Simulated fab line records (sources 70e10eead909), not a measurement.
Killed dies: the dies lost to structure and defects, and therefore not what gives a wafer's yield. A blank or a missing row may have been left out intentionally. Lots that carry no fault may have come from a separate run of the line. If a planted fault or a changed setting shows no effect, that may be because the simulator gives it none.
Matching of chambers :: flow nandHarc :: 4 sister chambers for NHARC_P_ZERO_WELL_DESCUM_39 on rieDiel-07
The step chemistry O2, time 3 s. 4 wafers are shown with their chamber, then 12 later ones without.

== EACH WAFER AND ITS CHAMBER ==
wafer: L090.6
chamber: 1
drypumpMotorCurrentA (A): 5.7

wafer: L090.2
chamber: 3
drypumpMotorCurrentA (A): 5.8

wafer: L090.3
chamber: 2
drypumpMotorCurrentA (A): 6.1

wafer: L090.4
chamber: 0
drypumpMotorCurrentA (A): 4.8

== WAFERS MISSING THEIR CHAMBER ==
wafer: L091.2
drypumpMotorCurrentA (A): 6.0

wafer: L091.5
drypumpMotorCurrentA (A): 5.6

wafer: L091.6
drypumpMotorCurrentA (A): 4.8

wafer: L094.2
drypumpMotorCurrentA (A): 4.8

wafer: L094.3
drypumpMotorCurrentA (A): 5.6

wafer: L094.6
drypumpMotorCurrentA (A): 5.6

wafer: L095.1
drypumpMotorCurrentA (A): 5.6

wafer: L095.2
drypumpMotorCurrentA (A): 5.8

wafer: L095.5
drypumpMotorCurrentA (A): 5.6

wafer: L097.1
drypumpMotorCurrentA (A): 4.8

wafer: L097.2
drypumpMotorCurrentA (A): 6.1

wafer: L097.4
drypumpMotorCurrentA (A): 5.6

== CHAMBER TAKEN BY EACH ==
wafer: L091.2
from the rows above: can't be placed: 2 or 3
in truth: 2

wafer: L091.5
from the rows above: can't be placed: 1 or 3
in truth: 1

wafer: L091.6
from the rows above: 0
in truth: 0

wafer: L094.2
from the rows above: 0
in truth: 0

wafer: L094.3
from the rows above: can't be placed: 1 or 3
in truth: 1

wafer: L094.6
from the rows above: can't be placed: 1 or 3
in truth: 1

wafer: L095.1
from the rows above: can't be placed: 1 or 3
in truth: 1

wafer: L095.2
from the rows above: can't be placed: 3 or 1
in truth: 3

wafer: L095.5
from the rows above: can't be placed: 1 or 3
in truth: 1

wafer: L097.1
from the rows above: 0
in truth: 0

wafer: L097.2
from the rows above: 2
in truth: 2

wafer: L097.4
from the rows above: can't be placed: 1 or 3
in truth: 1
Correct placement for 4 of the 12. Can't be placed from these rows: 8 (the true chamber is among the candidates in 8). Placed wrongly: 0.
How it was worked out, from the rows above alone: a wafer's distance from a chamber is the root of the sum, over the readings, of the square of ((its reading less the chamber's mean) divided by the reading's scatter). The wafer belongs to the nearest chamber; if the next one is less than 2 further off, it can't be placed. Each chamber's mean is taken over the wafers shown for it. The scatter (one wafer shown for each chamber): square how far every hidden wafer sits from the nearest shown wafer, average those squares and take the square root.
